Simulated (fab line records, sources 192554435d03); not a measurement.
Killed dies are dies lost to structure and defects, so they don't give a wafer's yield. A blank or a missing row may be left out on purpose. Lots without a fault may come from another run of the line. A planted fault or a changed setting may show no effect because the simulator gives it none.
Chamber matching | flow n5_finfet | N5_BEOL_M12_DEP_53 on pecvd-01: 3 sister chambers
The step deposits SiCN from 3MS/NH3, target thk 30 nm, time 10.5 s. 20 wafers are shown with their chamber, then 10 later ones without.

WAFERS WITH THEIR CHAMBER
wafer  | chamber | throttle_valve_pct (%) | showerhead_plenum_p_Torr (Torr)
L074.1 | 0       | 17.4                   | 4.177
L074.2 | 2       | 17.9                   | 4.167
L074.3 | 1       | 19.1                   | 4.152
L074.4 | 2       | 18.1                   | 4.178
L074.5 | 0       | 17.0                   | 4.171
L074.6 | 1       | 19.0                   | 4.147
L078.1 | 0       | 17.1                   | 4.179
L078.3 | 1       | 18.9                   | 4.156
L078.6 | 0       | 17.1                   | 4.177
L081.1 | 2       | 18.0                   | 4.166
L081.5 | 2       | 18.0                   | 4.169
L081.6 | 1       | 18.4                   | 4.159
L082.1 | 2       | 17.9                   | 4.169
L082.5 | 0       | 17.0                   | 4.183
L082.6 | 2       | 18.0                   | 4.165
L087.3 | 0       | 17.4                   | 4.177
L087.4 | 0       | 17.5                   | 4.182
L087.5 | 2       | 18.5                   | 4.181
L092.1 | 1       | 18.8                   | 4.159
L092.4 | 0       | 17.8                   | 4.177

SIGNATURES (means of the wafers above)
reading                  | chamber 0 | chamber 1 | chamber 2 | scatter within a chamber
throttle_valve_pct       | 17.288    | 18.840    | 18.057    | 0.256
showerhead_plenum_p_Torr | 4.17788   | 4.15460   | 4.17071   | 0.00505
Rule: a wafer's distance from a chamber is the root of the sum, over the readings, of the square of ((its reading less the chamber's mean) divided by the reading's scatter). The wafer belongs to the nearest chamber; if the next one is less than 2 further off, it can't be placed. The scatter: the root of (the sum of the squares of (reading less its chamber's mean) over the shown wafers, divided by (wafers less chambers)).

WAFERS WITHOUT THEIR CHAMBER
wafer  | throttle_valve_pct (%) | showerhead_plenum_p_Torr (Torr)
L092.6 | 18.1                   | 4.154
L094.1 | 17.9                   | 4.173
L094.2 | 17.4                   | 4.157
L094.5 | 18.2                   | 4.164
L093.3 | 18.0                   | 4.161
L093.4 | 18.9                   | 4.152
L093.5 | 17.3                   | 4.174
L096.1 | 18.1                   | 4.166
L096.2 | 18.5                   | 4.161
L096.6 | 18.9                   | 4.168

WHICH CHAMBER EACH WENT THROUGH
wafer  | from the rows above          | in truth
L092.6 | can't be placed: 1 or 2      | 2
L094.1 | can't be placed: 2 or 0      | 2
L094.2 | can't be placed: 2 or 0 or 1 | 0
L094.5 | can't be placed: 2 or 1      | 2
L093.3 | can't be placed: 2 or 1      | 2
L093.4 | 1                            | 1
L093.5 | 0                            | 0
L096.1 | 2                            | 2
L096.2 | can't be placed: 1 or 2      | 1
L096.6 | can't be placed: 1 or 2      | 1
Placed correctly: 3 of 10. Can't be placed from these rows: 7 (the true chamber is among the candidates in 7). Placed wrongly: 0.
